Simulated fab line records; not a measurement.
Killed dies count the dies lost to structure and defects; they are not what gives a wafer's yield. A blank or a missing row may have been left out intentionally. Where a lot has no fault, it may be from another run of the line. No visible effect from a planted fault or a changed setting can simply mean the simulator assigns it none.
What tool caused it? | flow nand harc | 11 lots with 33 wafers sampled at 6 steps, on a route of 1302 steps

== WHAT THE GAUGES READ, wafer by wafer ==
NHARC_A_CONTACT_INSPECT_71.
lot  | measured     | on                | raw defect count
L693 | day 22 10:50 | defect inspect-02 | 67 72 73
L694 | day 22 20:13 | defect inspect-01 | 104 107 98
L697 | day 24 15:55 | defect inspect-01 | 114 115 106
L699 | day 25 03:30 | defect inspect-02 | 73 90 80
L698 | day 25 11:38 | defect inspect-01 | 103 131 130
L703 | day 26 02:07 | defect inspect-01 | 80 80 71
L700 | day 26 07:07 | defect inspect-02 | 76 81 97
L704 | day 27 12:01 | defect inspect-01 | 124 121 135
L710 | day 29 07:55 | defect inspect-01 | 935 61 63
L714 | day 31 00:26 | defect inspect-01 | 97 126 880
L715 | day 31 15:22 | defect inspect-01 | 91 93 91

NHARC_END_SORT_01.
lot  | measured     | on        | killed at array | killed at other | killed at periphery | killed dies | killed open | killed short
L697 | day 27 03:26 | prober-02 | 58 64 69        | 1 0 0           | 3 6 3               | 62 70 72    | 4 5 4       | 0 5 3
L698 | day 27 23:02 | prober-02 | 79 60 70        | 2 0 1           | 1 5 5               | 82 65 76    | 8 2 1       | 4 3 0
L704 | day 30 03:17 | prober-02 | 78 74 79        | 1 0 0           | 1 4 4               | 80 78 83    | 2 4 0       | 1 2 5
L710 | day 31 19:07 | prober-02 | 112 53 46       | 0 1 1           | 1 3 3               | 113 57 50   | 2 3 0       | 1 3 1
L714 | day 33 09:22 | prober-02 | 58 61 117       | 1 0 1           | 3 0 2               | 62 61 120   | 4 7 3       | 5 0 1

== TOOL THAT RAN EACH LOT (tool first, then ch and the chambers of the sampled wafers, then the start) ==
lot  | NHARC_A_CONTACT_DEP_58          | NHARC_A_CONTACT_ETCH_75            | NHARC_A_CONTACT_ETCH_77                       | NHARC_A_CONTACT_ETCH_78
L693 | pecvd-01 ch 0,1,2, day 22 10:02 | rie diel-04 ch 1,3, day 22 11:00   | rie diel-04 ch 1,2,3, no start                | rie diel-04 ch 2,3, no start
L694 | pecvd-03 ch 0,1,2, day 22 19:22 | rie diel-04 ch 0,1, day 22 20:22   | rie diel-04 ch 1,2,3, no start                | rie diel-04 ch 0,1,2, no start
L697 | pecvd-02 ch 0,1, day 24 15:08   | rie diel-06 ch 0,2,3, day 24 16:04 | rie diel-06 ch 0,2,3, day 27 03:26 or earlier | rie diel-06 ch 0,1,3, day 27 03:26 or earlier
L699 | pecvd-02 ch 0,1, day 25 02:43   | rie diel-04 ch 0,3, day 25 03:39   | rie diel-04 ch 0,2,3, no start                | rie diel-04 ch 0,1,2, no start
L698 | pecvd-02 ch 0,2, day 25 10:48   | rie diel-04 ch 0,3, day 25 11:47   | rie diel-04 ch 2,3, day 27 23:02 or earlier   | rie diel-04 ch 2,3, day 27 23:02 or earlier
L703 | pecvd-03 ch 0,1,2, day 26 01:19 | rie diel-04 ch 0,1,3, day 26 02:16 | rie diel-04 ch 0,1,2, no start                | rie diel-04 ch 2,3, no start
L700 | pecvd-02 ch 0,1,2, day 26 06:25 | rie diel-04 ch 0,1,2, day 26 07:17 | rie diel-04 ch 1,2, no start                  | rie diel-04 ch 0,3, no start
L704 | pecvd-03 ch 0,1, day 27 11:13   | rie diel-04 ch 2,3, day 27 12:09   | rie diel-04 ch 1,2,3, day 30 03:17 or earlier | rie diel-04 ch 0,1,2, day 30 03:17 or earlier
L710 | pecvd-03 ch 0,1,2, day 29 07:05 | rie diel-11 ch 0,2,3, day 29 08:04 | rie diel-11 ch 1,2,3, day 31 19:07 or earlier | rie diel-11 ch 0,1,3, day 31 19:07 or earlier
L714 | pecvd-03 ch 0,1,2, day 30 23:38 | rie diel-11 ch 0,3, day 31 00:35   | rie diel-11 ch 1,2, day 33 09:22 or earlier   | rie diel-11 ch 2,3, day 33 09:22 or earlier
L715 | pecvd-02 ch 0,1, day 31 14:32   | rie diel-11 ch 0,2,3, day 31 15:31 | rie diel-11 ch 0,1,2, no start                | rie diel-11 ch 0,1,3, no start
- NHARC_A_CONTACT_DEP_58: deposits SiON, target thk 90 nm.
- NHARC_A_CONTACT_ETCH_75: etches the open film in CF4, target depth 39 nm, time 65 s.
- NHARC_A_CONTACT_ETCH_77: etches the open film in CF4/CHF3, target depth 108.9 nm, time 54.5 s.
- NHARC_A_CONTACT_ETCH_78: etches the open film in O2/COS, target depth 5300 nm, time 1378 s.

== AS READ BY THE TOOLS THEMSELVES (means over the sampled wafers that have a number; for cases with no such wafer, the mark the record gives instead) ==
NHARC_A_CONTACT_DEP_58.
lot  | tool     | heater power w (W)
L693 | pecvd-01 | 710
L694 | pecvd-03 | 845
L697 | pecvd-02 | 742
L699 | pecvd-02 | 803
L698 | pecvd-02 | 769
L703 | pecvd-03 | 811
L700 | pecvd-02 | 776
L704 | pecvd-03 | 790
L710 | pecvd-03 | 776
L714 | pecvd-03 | 747
L715 | pecvd-02 | 718

NHARC_A_CONTACT_ETCH_75.
lot  | tool        | drypump motor current A (A) | oes product au (a.u.) | rf vpp V (V) | showerhead plenum p Torr (Torr) | throttle valve pct (%)
L693 | rie diel-04 | 5.4                         | 1.015                 | 150.9        | 1.77                            | 13.285
L694 | rie diel-04 | 5.4                         | 1.012                 | 151.9        | 1.79                            | 13.282
L697 | rie diel-06 | 5.7                         | 0.995                 | 150.9        | 1.76                            | 13.287
L699 | rie diel-04 | 5.4                         | 1.004                 | 151.9        | 1.82                            | 13.279
L698 | rie diel-04 | 5.4                         | 1.014                 | 151.7        | 1.82                            | 13.285
L703 | rie diel-04 | 5.4                         | 1.004                 | 150.8        | 1.80                            | 13.280
L700 | rie diel-04 | 5.3                         | 0.999                 | 151.9        | 1.81                            | 13.286
L704 | rie diel-04 | 5.3                         | 1.006                 | 151.3        | 1.80                            | 13.288
L710 | rie diel-11 | 5.9                         | 1.017                 | 151.5        | 1.81                            | 13.280
L714 | rie diel-11 | 6.1                         | 1.001                 | 151.5        | 1.80                            | 13.279
L715 | rie diel-11 | 5.9                         | 1.009                 | 151.7        | 1.80                            | 13.292

NHARC_A_CONTACT_ETCH_77.
lot  | tool        | drypump motor current A (A) | oes product au (a.u.) | rf vpp V (V) | showerhead plenum p Torr (Torr) | throttle valve pct (%)
L693 | rie diel-04 | 5.3                         | 0.933                 | 371.7        | 1.60                            | 16.798
L694 | rie diel-04 | 5.3                         | 0.938                 | 370.8        | 1.60                            | 16.804
L697 | rie diel-06 | 5.7                         | 0.920                 | 370.2        | 1.56                            | 16.801
L699 | rie diel-04 | 5.3                         | 0.926                 | 372.4        | 1.62                            | 16.805
L698 | rie diel-04 | 5.3                         | 0.928                 | 371.8        | 1.61                            | 16.804
L703 | rie diel-04 | 5.3                         | 0.925                 | 371.5        | 1.61                            | 16.798
L700 | rie diel-04 | 5.3                         | 0.982                 | 371.0        | 1.59                            | 16.809
L704 | rie diel-04 | 5.3                         | 0.935                 | 370.7        | 1.60                            | 16.808
L710 | rie diel-11 | 5.8                         | 0.937                 | 371.9        | 1.62                            | 16.802
L714 | rie diel-11 | 5.9                         | 0.925                 | 374.2        | 1.67                            | 16.807
L715 | rie diel-11 | 5.9                         | 0.922                 | 373.0        | 1.66                            | 16.793

NHARC_A_CONTACT_ETCH_78.
lot  | tool        | drypump motor current A (A) | oes product au (a.u.) | rf vpp V (V) | showerhead plenum p Torr (Torr) | throttle valve pct (%)
L693 | rie diel-04 | 5.3                         | 1.002                 | 315.1        | 3.20                            | 28.324
L694 | rie diel-04 | 5.3                         | 1.008                 | 316.1        | 3.19                            | 28.321
L697 | rie diel-06 | 6.1                         | 0.995                 | 313.8        | 3.08                            | 28.322
L699 | rie diel-04 | 5.3                         | 1.003                 | 315.2        | 3.19                            | 28.338
L698 | rie diel-04 | 5.2                         | 1.004                 | 315.1        | 3.21                            | 28.320
L703 | rie diel-04 | 5.3                         | 1.007                 | 314.8        | 3.19                            | 28.337
L700 | rie diel-04 | 5.3                         | 1.006                 | 315.3        | 3.19                            | 28.331
L704 | rie diel-04 | 5.3                         | 1.004                 | 314.4        | 3.18                            | 28.339
L710 | rie diel-11 | 6.1                         | 1.007                 | 315.1        | 3.20                            | 28.342
L714 | rie diel-11 | 5.6                         | 1.002                 | 314.7        | 3.20                            | 28.335
L715 | rie diel-11 | 6.1                         | 1.002                 | 315.1        | 3.20                            | 28.335

== THE ANSWER, worked out from the rows above alone ==
Rule: what is usual is taken from the lots themselves. Put in order of their means at a reading, lots are off if they are a third of the lots or fewer, leave a main group of 4 or more, and stand apart from it by a gap of 3 or more times the standard deviation of the main group's means; of several such gaps the widest counts. A main group is skipped when, at the precision printed for the reading in the tables above, its means are all equal. A lot without any number at a reading at which 4 lots or more have one is off too. All remaining lots with rows at the step are treated as sound. First the gauges in route order, then the tools' own readings, where a lot's mean is used as printed above. At the first step where some lot is off, the reading lying furthest off is the one used; lots without a number count as furthest.
Off, at NHARC_A_CONTACT_INSPECT_71 on raw defect count: L710, L714. Mean 96 and standard deviation 19 in the main group.
A tool fits if, at a process step before that reading, it ran every lot that is off, and no sound lot after the first of them. The gauges at NHARC_A_CONTACT_INSPECT_71 are tried like those tools. One fits: NHARC_A_CONTACT_DEP_58 on pecvd-03. Its last sound lot is L704 (day 27 11:13), its first lot that is off L710 (day 29 07:05): a fault that began between those two fits.

== WHAT WAS PUT IN BY THE SIMULATOR ==
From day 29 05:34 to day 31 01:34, pecvd-03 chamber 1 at NHARC_A_CONTACT_DEP_58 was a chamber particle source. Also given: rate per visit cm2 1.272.
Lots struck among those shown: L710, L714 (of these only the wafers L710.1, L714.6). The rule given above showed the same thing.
